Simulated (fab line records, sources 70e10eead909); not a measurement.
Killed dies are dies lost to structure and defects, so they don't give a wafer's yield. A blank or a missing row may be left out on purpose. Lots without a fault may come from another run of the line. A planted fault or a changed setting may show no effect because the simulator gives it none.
Chamber matching | flow nand_harc | NHARC_A_SGD_CUT_DESCUM_14 on rie_diel-07: 4 sister chambers
The step chemistry O2, time 3 s. 14 wafers are shown with their chamber, then 7 later ones without.

WAFERS WITH THEIR CHAMBER
wafer  | chamber | drypump_motor_current_A (A) | rf_vpp_V (V) | throttle_valve_pct (%)
L075.1 | 0       | 5.4                         | 58.0         | 11.311
L075.3 | 2       | 6.4                         | 57.7         | 11.323
L075.4 | 3       | 5.6                         | 59.5         | 11.298
L077.2 | 3       | 5.6                         | 57.2         | 11.324
L077.5 | 3       | 5.7                         | 58.4         | 11.323
L077.6 | 0       | 5.4                         | 58.3         | 11.298
L080.2 | 1       | 4.7                         | 56.0         | 11.299
L080.3 | 3       | 5.6                         | 58.3         | 11.316
L080.4 | 2       | 6.4                         | 58.9         | 11.310
L087.1 | 2       | 6.4                         | 57.8         | 11.305
L087.2 | 0       | 5.4                         | 56.8         | 11.316
L087.4 | 3       | 5.6                         | 58.4         | 11.309
L089.2 | 2       | 6.4                         | 57.6         | 11.309
L089.3 | 1       | 4.7                         | 56.7         | 11.292

SIGNATURES (means of the wafers above)
reading                 | chamber 0 | chamber 1 | chamber 2 | chamber 3 | scatter within a chamber
drypump_motor_current_A | 5.400     | 4.700     | 6.400     | 5.620     | 0.0283
rf_vpp_V                | 57.700    | 56.350    | 58.000    | 58.360    | 0.725
throttle_valve_pct      | 11.30833  | 11.29550  | 11.31175  | 11.31400  | 0.0092
Rule: a wafer's distance from a chamber is the root of the sum, over the readings, of the square of ((its reading less the chamber's mean) divided by the reading's scatter). The wafer belongs to the nearest chamber; if the next one is less than 2 further off, it can't be placed. The scatter: the root of (the sum of the squares of (reading less its chamber's mean) over the shown wafers, divided by (wafers less chambers)).

WAFERS WITHOUT THEIR CHAMBER
wafer  | drypump_motor_current_A (A) | rf_vpp_V (V) | throttle_valve_pct (%)
L089.4 | 5.4                         | 57.6         | 11.320
L092.1 | 6.4                         | 57.6         | 11.315
L092.2 | 5.7                         | 59.3         | 11.323
L092.6 | 5.4                         | 56.8         | 11.291
L093.3 | 4.7                         | 57.0         | 11.326
L093.4 | 5.4                         | 57.1         | 11.307
L093.5 | 6.4                         | 58.0         | 11.318

WHICH CHAMBER EACH WENT THROUGH
wafer  | from the rows above | in truth
L089.4 | 0                   | 0
L092.1 | 2                   | 2
L092.2 | 3                   | 3
L092.6 | 0                   | 0
L093.3 | 1                   | 1
L093.4 | 0                   | 0
L093.5 | 2                   | 2
Placed correctly: 7 of 7. Can't be placed from these rows: 0. Placed wrongly: 0.
